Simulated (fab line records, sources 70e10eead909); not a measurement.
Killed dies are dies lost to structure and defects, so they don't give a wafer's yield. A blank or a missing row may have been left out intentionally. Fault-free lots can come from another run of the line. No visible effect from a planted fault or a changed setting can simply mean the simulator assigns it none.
fab line records | flow nand-harc
record: lots: 13 | wafers: 39 | last-day: 34
route steps=1302 shown A_WL_FILL@952 END@1302
lots that met no fault: taken from a fault-free run of the same line
start-h: start of the lot's first displayed wafer, in hours after the record's first day | wait-h: hours from the lot's prior step to this one | " identical to the entry in the row above | L1.1+2: one row covering several wafers at once | - value missing, or start not given | * or withheld: withheld | < > ~ a bound
route shown NAME@n: names a module that has steps shown in the file, with the first one's number in the route | usual: mean/standard deviation taken from wafers without a fault | same: alike in all rows | chamber/n: place in a boat | sites: per-site readings | _std_site: the standard deviation of these | _edge_site: mean of outer sites minus mean of inner sites | radius-mm: for every site, how far away it sits from the centre of the wafer | mask NAME#n: copy n | behind: the most recent tool/chamber to have shaped the wafer | hold: why the lot went on hold/how many hours it stayed there/how the hold came to an end | device: names the non-switching transistor (n, p or np) | end of line: tests of these same wafers at the route's end | a step given without rows: its recipe and nothing more | killed: not the wafer's yield, but the dies lost to structure and defects at the first sort | map: a wafer's dies, x killed, . not, _ none there
set.NAME: the setting as run; set.NAME@STEP: as run at that earlier step | model.NAME: the simulator's own value behind a step, which no gauge read
steps of the route over a sample of lots; a table a step, a row a wafer
services: a tool's chamber out of use, with start hour (start-h, from the record's first day; less than 0 if before it), hours out, and reason
== steps ==
step: NHARC_A_WL_FILL_ALD_00
recipe: target-thk-a: 30 | pulse-time-s: 3 | ald-cycles: 30 | temp-c: 300 | material: Al2O3
usual: heater-power-w: 475/35 | precursor-pulse-height-rel: 1.001/0.021
lot.wafer | tool      | chamber | start-h | wait-h | heater-power-w | precursor-pulse-height-rel
L251.2    | ald-hk-02 | 2       | 476.80  | 0.1    | 465            | 0.994
L251.6    | "         | 1       | "       | "      | 501            | 0.992
L251.5    | "         | 2       | "       | "      | 472            | 1.002
L254.2    | ald-hk-02 | 0       | 486.96  | 2.2    | 527            | 1.008
L254.1    | "         | 1       | "       | "      | 493            | 0.999
L254.3    | "         | 2       | "       | "      | 484            | 1.020
L255.2    | ald-hk-02 | 1       | 493.23  | 0.1    | 482            | 1.039
L255.3    | "         | 2       | "       | "      | 480            | 1.012
L255.1    | "         | 0       | "       | "      | 526            | 0.994
L258.1    | ald-hk-04 | 0       | 525.50  | 0.1    | 482            | 1.005
L258.4    | "         | 1       | "       | "      | 422            | 0.981
L258.5    | "         | 0       | "       | "      | 479            | 1.000
L257.1    | ald-hk-02 | 1       | 529.36  | 0.1    | 481            | 1.004
L257.2    | "         | 2       | "       | "      | 483            | 0.996
L257.5    | "         | 3       | "       | "      | 477            | 0.980
L256.2    | ald-hk-01 | 0       | 535.13  | 0.1    | 411            | 1.023
L256.4    | "         | 2       | "       | "      | 423            | 0.982
L256.5    | "         | 3       | "       | "      | 496            | 0.995
L260.2    | ald-hk-04 | 0       | 557.01  | 0.1    | 473            | 1.016
L260.5    | "         | 0       | "       | "      | 488            | 0.980
L260.6    | "         | 1       | "       | "      | 410            | 0.980
L261.4    | ald-hk-02 | 2       | 561.73  | 0.1    | 450            | 1.005
L261.2    | "         | 0       | "       | "      | 527            | 0.976
L261.6    | "         | 1       | "       | "      | 491            | 1.006
L263.3    | ald-hk-04 | 3       | 578.16  | 0.1    | 477            | 1.057
L263.2    | "         | 0       | "       | "      | 478            | 1.019
L263.5    | "         | 3       | "       | "      | 482            | 0.992
L264.3    | ald-hk-02 | 3       | 604.25  | 0.1    | 479            | 0.991
L264.2    | "         | 0       | "       | "      | 532            | 0.982
L264.5    | "         | 2       | "       | "      | 466            | 0.996
L266.1    | ald-hk-04 | 3       | 604.27  | 0.1    | 462            | 1.013
L266.5    | "         | 1       | "       | "      | 427            | 0.988
L266.6    | "         | 2       | "       | "      | 496            | 0.950
L267.2    | ald-hk-02 | 3       | 621.14  | 2.8    | 485            | 0.947
L267.3    | "         | 0       | "       | "      | 534            | 0.981
L267.6    | "         | 2       | "       | "      | 457            | 1.007
L274.3    | ald-hk-04 | 3       | 698.95  | 0.5    | 469            | 0.998
L274.2    | "         | 0       | "       | "      | 514            | 0.988
L274.4    | "         | 2       | "       | "      | 469            | 1.016
step: NHARC_A_WL_FILL_ALD_10
recipe: target-thk-a: 500 | pulse-time-s: 10 | ald-cycles: 500 | temp-c: 300 | material: SiO2
usual: heater-power-w: 465/40 | precursor-pulse-height-rel: 0.996/0.019
lot.wafer | tool      | chamber | start-h | wait-h | heater-power-w | precursor-pulse-height-rel
L251.2    | ald-hk-02 | 1       | 484.40  | 1.1    | 493            | 1.007
L251.5    | "         | 0       | 485.94  | 2.7    | 525            | 1.004
L251.6    | "         | 1       | "       | "      | 477            | 1.003
L254.2    | ald-hk-01 | 0       | 494.25  | 0.6    | 407            | 0.988
L254.3    | "         | 1       | "       | "      | 426            | 1.010
L254.1    | "         | 2       | "       | "      | 421            | 0.999
L255.3    | ald-hk-02 | 3       | 501.84  | 0.0    | 489            | 1.013
L255.2    | "         | 1       | 502.87  | 1.1    | 489            | 1.009
L255.1    | "         | 2       | "       | "      | 487            | 1.009
L258.4    | ald-hk-04 | 2       | 533.49  | 1.1    | 498            | 0.996
L258.1    | "         | 3       | "       | "      | 474            | 0.975
L258.5    | "         | 1       | 535.07  | 2.7    | 426            | 0.998
L257.2    | ald-hk-01 | 1       | 537.26  | 1.1    | 427            | 0.995
L257.1    | "         | 2       | "       | "      | 424            | 1.004
L257.5    | "         | 0       | 538.80  | 2.6    | 392            | 0.998
L256.4    | ald-hk-02 | 1       | 542.12  | 0.0    | 488            | 0.991
L256.2    | "         | 0       | 543.68  | 1.6    | 525            | 0.974
L256.5    | "         | 1       | "       | "      | 493            | 0.998
L260.2    | ald-hk-02 | 3       | 564.15  | 0.1    | 486            | 1.000
L260.5    | "         | 3       | 566.25  | 2.1    | 482            | 0.981
L260.6    | "         | 0       | "       | "      | 527            | 0.998
L261.2    | ald-hk-02 | 0       | 570.97  | 0.1    | 539            | 0.962
L261.4    | "         | 3       | 572.52  | 1.6    | 496            | 1.004
L261.6    | "         | 1       | 573.55  | 2.6    | 489            | 0.999
L263.3    | ald-hk-02 | 1       | 585.82  | 0.3    | 479            | 1.000
L263.2    | "         | 0       | 587.35  | 1.8    | 538            | 1.012
L263.5    | "         | 2       | 588.37  | 2.8    | 458            | 1.003
L264.2    | ald-hk-02 | 3       | 614.96  | 0.2    | 490            | 1.028
L264.3    | "         | 2       | 618.02  | 3.2    | 447            | 1.023
L264.5    | "         | 3       | 619.04  | 4.2    | 472            | 1.030
L266.1    | ald-hk-01 | 3       | 620.75  | 6.0    | 496            | 1.032
L266.6    | "         | 0       | "       | "      | 411            | 1.002
L266.5    | "         | 1       | "       | "      | 416            | 0.955
L267.2    | ald-hk-01 | 1       | 628.35  | 0.1    | 428            | 1.025
L267.3    | "         | 0       | 629.90  | 1.6    | 410            | 0.999
L267.6    | "         | 1       | "       | "      | 411            | 0.999
L274.3    | ald-hk-01 | 0       | 707.05  | 0.1    | 417            | 0.984
L274.2    | "         | 1       | "       | "      | 441            | 0.980
L274.4    | "         | 3       | 708.60  | 1.6    | 471            | 0.976
step: NHARC_A_WL_FILL_ETCHBACK_26
recipe: target-depth-a: 520 | time-s: 13.3 | hbr-flow-sccm: 150 | rf-w: 350 | icp-w: 350 | bias-w: 60 | chemistry: HBr
usual: drypump-motor-current-A: 5.9/0.47 | hbr-flow-sccm: 150.0/0.44 | oes-product-au: 1.000/0.01 | throttle-valve-pct: 23.266/0.0083
lot.wafer | tool      | chamber | start-h | wait-h | drypump-motor-current-A | hbr-flow-sccm | oes-product-au | rf-hours-counter-h | throttle-valve-pct
L251.2    | rie-si-03 | 1       | 493.76  | 0.4    | 6.1                     | 149.6         | 1.016          | 0.51               | 23.260
L251.6    | "         | 0       | "       | "      | 6.5                     | 150.7         | 1.002          | -                  | 23.257
L251.5    | "         | 1       | "       | "      | 6.1                     | 149.9         | 1.010          | -                  | 23.274
L254.3    | rie-si-02 | 2       | 503.73  | 0.4    | 6.1                     | 150.4         | 1.011          | 0.26               | 23.264
L254.1    | "         | 3       | "       | "      | 5.6                     | 149.8         | 1.001          | 0.28               | 23.267
L254.2    | "         | 0       | "       | "      | 4.9                     | 149.9         | 0.985          | 0.32               | 23.271
L255.1    | rie-si-02 | 1       | 511.92  | 0.4    | 5.4                     | 149.9         | 1.015          | 0.31               | 23.276
L255.3    | "         | 2       | "       | "      | 6.2                     | 150.5         | 1.004          | 0.29               | 23.268
L255.2    | "         | 3       | "       | "      | 5.6                     | 150.4         | 1.005          | 0.32               | 23.269
L258.4    | rie-si-03 | 0       | 542.61  | 0.4    | 6.5                     | 150.2         | 0.999          | 0.71               | 23.257
L258.1    | "         | 1       | "       | "      | 6.1                     | 149.8         | 1.005          | 0.85               | 23.260
L258.5    | "         | 0       | "       | "      | 6.5                     | 150.0         | 0.992          | -                  | 23.275
L257.1    | rie-si-03 | 3       | 546.29  | 0.4    | 5.8                     | 149.6         | 1.001          | 0.80               | 23.280
L257.2    | "         | 1       | "       | "      | 6.1                     | 150.5         | 1.006          | 0.89               | 23.266
L257.5    | "         | 2       | "       | "      | 5.8                     | 151.0         | 1.000          | -                  | 23.267
L256.2    | rie-si-03 | 2       | 552.25  | 0.4    | 5.8                     | 150.7         | 1.015          | 0.91               | 23.269
L256.4    | "         | 0       | "       | "      | 6.5                     | 149.8         | 0.999          | 0.76               | 23.249
L256.5    | "         | 1       | "       | "      | 6.1                     | 150.4         | 1.011          | -                  | 23.254
L260.2    | rie-si-03 | 3       | 574.12  | 0.4    | 5.8                     | 150.1         | 0.989          | 0.89               | 23.250
L260.6    | "         | 3       | "       | "      | 5.8                     | 150.5         | 0.999          | -                  | 23.265
L260.5    | "         | 0       | "       | "      | 6.5                     | 150.4         | 0.996          | -                  | 23.275
L261.4    | rie-si-04 | 1       | 581.09  | 0.4    | 5.3                     | 150.2         | 1.000          | 0.22               | 23.275
L261.2    | "         | 2       | "       | "      | 6.5                     | 149.4         | 0.980          | 0.38               | 23.281
L261.6    | "         | 0       | "       | "      | 6.4                     | 150.6         | 1.008          | -                  | 23.269
L263.2    | rie-si-04 | 3       | 596.06  | 0.4    | 5.6                     | 150.3         | 0.985          | 0.53               | 23.264
L263.3    | "         | 1       | "       | "      | 5.3                     | 150.6         | 1.002          | 0.30               | 23.271
L263.5    | "         | 3       | "       | "      | 5.6                     | 150.1         | 0.976          | -                  | 23.254
L264.3    | rie-si-03 | 1       | 626.12  | 0.4    | 6.1                     | 148.9         | 1.002          | 0.26               | 23.283
L264.2    | "         | 3       | "       | "      | 5.8                     | 149.9         | 0.997          | 0.37               | 23.272
L264.5    | "         | 1       | "       | "      | 6.1                     | 149.3         | 1.006          | -                  | 23.263
L266.1    | rie-si-04 | 1       | 629.19  | 0.4    | 5.3                     | 149.7         | 0.817          | 0.55               | 23.260
L266.5    | "         | 0       | "       | "      | 6.4                     | 150.2         | 0.819          | -                  | 23.266
L266.6    | "         | 1       | "       | "      | 5.3                     | 149.4         | 0.832          | -                  | 23.262
L267.3    | rie-si-04 | 3       | 639.22  | 0.4    | 5.6                     | 149.9         | 0.814          | 0.80               | 23.262
L267.2    | "         | 0       | "       | "      | 6.4                     | 150.3         | 0.831          | 0.76               | 23.256
L267.6    | "         | 0       | "       | "      | 6.4                     | 149.3         | 0.829          | -                  | 23.263
L274.3    | rie-si-04 | 0       | 717.19  | 0.4    | 6.4                     | 150.5         | 1.005          | 0.12               | 23.265
L274.4    | "         | 1       | "       | "      | 5.3                     | 149.3         | 1.001          | 0.12               | 23.262
L274.2    | "         | 2       | "       | "      | 6.5                     | 150.5         | 0.987          | 0.10               | 23.253
step: NHARC_A_WL_FILL_ALD_19
recipe: target-thk-a: 20 | pulse-time-s: 3 | ald-cycles: 100 | temp-c: 450 | material: TiN
usual: heater-power-w: 1022/110 | precursor-pulse-height-rel: 0.997/0.021
lot.wafer | tool         | chamber | start-h | wait-h | heater-power-w | precursor-pulse-height-rel
L251.2    | ald-metal-01 | 2       | 494.05  | 0.1    | 1128           | 1.051
L251.6    | "            | 0       | "       | "      | 1015           | 0.998
L251.5    | "            | 1       | "       | "      | 1160           | 1.008
L254.1    | ald-metal-03 | 1       | 503.99  | 0.1    | 976            | 0.994
L254.3    | "            | 2       | "       | "      | 1071           | 0.985
L254.2    | "            | 0       | "       | "      | 1255           | 0.979
L255.2    | ald-metal-02 | 3       | 512.19  | 0.1    | 1029           | 0.955
L255.1    | "            | 0       | "       | "      | 886            | 0.993
L255.3    | "            | 2       | "       | "      | 936            | 1.008
L258.1    | ald-metal-02 | 0       | 542.90  | 0.1    | 887            | 1.006
L258.4    | "            | 3       | "       | "      | 1014           | 1.025
L258.5    | "            | 1       | "       | "      | 1121           | 0.990
L257.2    | ald-metal-03 | 3       | 546.54  | 0.1    | 877            | 1.031
L257.1    | "            | 2       | "       | "      | 1037           | 0.994
L257.5    | "            | 0       | "       | "      | 1206           | 1.013
L256.4    | ald-metal-03 | 3       | 552.54  | 0.1    | 883            | 1.022
L256.2    | "            | 0       | "       | "      | 1223           | 0.965
L256.5    | "            | 1       | "       | "      | 964            | 0.988
L260.2    | ald-metal-01 | 0       | 574.39  | 0.1    | 1027           | 0.998
L260.6    | "            | 0       | "       | "      | 1004           | 0.988
L260.5    | "            | 1       | "       | "      | 1186           | 0.991
L261.2    | ald-metal-01 | 0       | 581.37  | 0.1    | 997            | 1.018
L261.4    | "            | 1       | "       | "      | 1200           | 0.988
L261.6    | "            | 3       | "       | "      | 995            | 0.988
L263.3    | ald-metal-03 | 1       | 596.35  | 0.1    | 976            | 1.004
L263.2    | "            | 2       | "       | "      | 1039           | 0.990
L263.5    | "            | 3       | "       | "      | 822            | 0.994
L264.2    | ald-metal-03 | 1       | 626.39  | 0.1    | 948            | 0.974
L264.3    | "            | 3       | "       | "      | 831            | 0.994
L264.5    | "            | 2       | "       | "      | 1035           | 0.972
L266.1    | ald-metal-01 | 3       | 629.51  | 0.2    | 995            | 0.984
L266.5    | "            | 0       | "       | "      | 995            | 0.978
L266.6    | "            | 1       | "       | "      | 1194           | 0.973
L267.2    | ald-metal-03 | 2       | 639.49  | 0.1    | 1017           | 0.937
L267.3    | "            | 3       | "       | "      | 815            | 0.995
L267.6    | "            | 3       | "       | "      | 852            | 0.977
L274.4    | ald-metal-03 | 3       | 717.45  | 0.1    | 813            | 0.990
L274.3    | "            | 1       | "       | "      | 979            | 1.015
L274.2    | "            | 2       | "       | "      | 1040           | 1.000
step: NHARC_END_SORT_01
recipe: temp-c: 25
usual: killed-at-array: 62/22 | killed-at-other: 1.0/1.4 | killed-at-periphery: 4.2/2.8 | killed-dies: 67/23 | killed-open: 3.1/1.7 | killed-short: 2.1/1.5
same: gross-dies: 677
lot.wafer | tool      | chamber | start-h | wait-h | killed-at-array | killed-at-other | killed-at-periphery | killed-dies | killed-open | killed-short
L257.1    | prober-02 | 0       | 628.51  | 2.5    | 80              | 4               | 5                   | 89          | 7           | 1
L257.2    | prober-02 | 0       | 629.31  | 2.8    | 71              | 3               | 6                   | 80          | 4           | 0
L257.5    | prober-02 | 0       | 631.74  | 3.7    | 94              | 1               | 2                   | 97          | 2           | 2
L264.2    | prober-02 | 0       | 707.24  | 2.8    | 77              | 0               | 5                   | 82          | 4           | 1
L264.3    | prober-02 | 0       | 708.04  | 3.1    | 65              | 0               | 4                   | 69          | 1           | 0
L264.5    | prober-02 | 0       | 709.65  | 3.7    | 65              | 0               | 8                   | 73          | 2           | 7
L266.1    | prober-01 | 0       | 714.24  | 2.5    | 78              | 1               | 0                   | 79          | 0           | 3
L266.5    | prober-01 | 0       | 717.43  | 3.7    | 79              | 0               | 3                   | 82          | 3           | 2
L266.6    | prober-01 | 0       | 718.22  | 4.0    | 82              | 2               | 1                   | 85          | 4           | 2
killed by level:class
L257.1 A_SLIT:chamber-film-flake=24 A_CHANNEL_HOLE_D1:chamber-film-flake=22 A_STAIRCASE:chamber-film-flake=9 A_CHANNEL_HOLE_D2:chamber-film-flake=8 A_WL_FILL:chamber-film-flake=5 THIN_TSV:chamber-film-flake=4 A_SOURCE_PLATE:geometric-particle:open=2 P_ZERO_WELL:chamber-film-flake=2
L257.2 A_CHANNEL_HOLE_D1:chamber-film-flake=28 A_SLIT:chamber-film-flake=26 A_CHANNEL_HOLE_D2:chamber-film-flake=5 A_STAIRCASE:chamber-film-flake=3 A_WL_FILL:chamber-film-flake=2 A_DECK1_JOINT:chamber-film-flake=2 THIN_TSV:chamber-film-flake=2 P_CONTACT:geometric-particle:open=1
L257.5 A_SLIT:chamber-film-flake=34 A_CHANNEL_HOLE_D1:chamber-film-flake=30 A_CHANNEL_HOLE_D2:chamber-film-flake=12 A_STAIRCASE:chamber-film-flake=5 A_WL_FILL:chamber-film-flake=5 A_CHANNEL_FILL_D1:chamber-film-flake=2 A_CHANNEL_FILL_D2:chamber-film-flake=2 P_CONTACT:geometric-particle:short=1
L264.2 A_CHANNEL_HOLE_D1:chamber-film-flake=31 A_CHANNEL_HOLE_D2:chamber-film-flake=30 A_CHANNEL_FILL_D1:chamber-film-flake=3 A_SGD_CUT:chamber-film-flake=3 A_SLIT:chamber-film-flake=3 P_GATE:chamber-film-flake=2 A_CONTACT:chamber-film-flake=2 P_CONTACT:geometric-particle:open=1
L264.3 A_CHANNEL_HOLE_D2:chamber-film-flake=26 A_CHANNEL_HOLE_D1:chamber-film-flake=24 A_SLIT:chamber-film-flake=5 A_SGD_CUT:chamber-film-flake=3 P_STI:chamber-film-flake=2 A_STAIRCASE:chamber-film-flake=2 A_WL_FILL:chamber-film-flake=2 A_CHANNEL_HOLE_D2:geometric-particle:open=1
L264.5 A_CHANNEL_HOLE_D1:chamber-film-flake=27 A_CHANNEL_HOLE_D2:chamber-film-flake=22 A_SGD_CUT:chamber-film-flake=4 P_GATE:chamber-film-flake=3 A_CHANNEL_FILL_D1:geometric-particle:short=2 A_WL_FILL:geometric-particle:short=2 P_STI:chamber-film-flake=2 A_SLIT:chamber-film-flake=2
L266.1 A_SLIT:chamber-film-flake=39 A_CHANNEL_HOLE_D1:chamber-film-flake=28 A_STAIRCASE:chamber-film-flake=4 A_CONTACT:chamber-film-flake=4 A_ONON_D1:geometric-particle:short=1 A_CHANNEL_FILL_D1:geometric-particle:short=1 A_ONON_D2:geometric-particle:short=1 THIN_TSV:chamber-film-flake=1
L266.5 A_SLIT:chamber-film-flake=35 A_CHANNEL_HOLE_D1:chamber-film-flake=31 A_CONTACT:chamber-film-flake=6 A_ONON_D1:geometric-particle:open=2 P_BONDPAD:chamber-film-flake=2 A_SGD_CUT:chamber-film-flake=2 P_CONTACT:geometric-particle:open=1 A_CHANNEL_FILL_D1:geometric-particle:short=1
L266.6 A_SLIT:chamber-film-flake=34 A_CHANNEL_HOLE_D1:chamber-film-flake=32 A_STAIRCASE:chamber-film-flake=4 A_CONTACT:chamber-film-flake=4 A_ONON_D2:geometric-particle:open=2 A_WL_FILL:chamber-film-flake=2 A_CHANNEL_FILL_D2:geometric-particle:short=1 A_WL_FILL:geometric-particle:open=1
== services ==
tool         | chamber | start-h | hours | kind
rie-si-04    | 2       | 453.88  | 11.4  | repair
rie-si-02    | -       | 454.00  | 9.0   | pm
ald-metal-03 | 0       | 460.72  | 7.9   | repair
ald-metal-03 | 2       | 470.50  | 14.7  | repair
ald-metal-02 | 1       | 479.05  | 4.1   | repair
rie-si-04    | -       | 490.59  | 0.5   | repair
rie-si-04    | -       | 519.00  | 9.0   | pm
ald-metal-01 | -       | 526.00  | 10.0  | pm
rie-si-04    | 1       | 530.13  | 8.4   | repair
ald-hk-02    | -       | 530.90  | 10.0  | pm
ald-metal-03 | -       | 568.00  | 10.0  | pm
rie-si-03    | -       | 575.00  | 9.0   | pm
rie-si-03    | 2       | 588.26  | 5.0   | repair
ald-hk-04    | -       | 611.65  | 10.0  | pm
ald-metal-01 | -       | 639.45  | 2.4   | repair
ald-hk-01    | -       | 657.27  | 10.0  | pm
ald-metal-03 | 1       | 659.10  | 21.8  | repair
rie-si-03    | -       | 670.90  | 0.4   | repair
ald-metal-03 | -       | 687.83  | 0.4   | repair
rie-si-04    | -       | 696.00  | 9.0   | pm
ald-metal-01 | -       | 704.00  | 10.0  | pm
rie-si-04    | 2       | 706.09  | 2.0   | repair
ald-hk-02    | -       | 708.90  | 10.0  | pm
ald-metal-01 | -       | 717.33  | 0.6   | repair
== key ==
first-sign: step: NHARC_A_WL_FILL_ETCHBACK_26 | reading: oes-product-au | direction: down | sigmas: 17 | usual: 1.000 | struck: 0.824
effect none on later readings
met-at NHARC_A_WL_FILL_ETCHBACK_26
struck-lots L266,L267
tester-left-out L266,L267
not-acting-at NHARC_A_WL_FILL_ALD_00,NHARC_A_WL_FILL_ALD_10,NHARC_A_WL_FILL_ALD_19
onset-between 596.06 629.19
fault: kind: process-parameter-drift | tool: rie-si-04 | chamber: - | onset-h: 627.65 | steps: NHARC_A_WL_FILL_ETCHBACK_26 | channel: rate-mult | offset: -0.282 | shape: step | end-h: 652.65
tester-left-out: of these lots the tester's yield and bins aren't shown, on N5 and GAA mostly nor the transistor test; their killed dies are dies lost to structure and defects alone, not to doping, threshold or leakage, so they don't give the yield
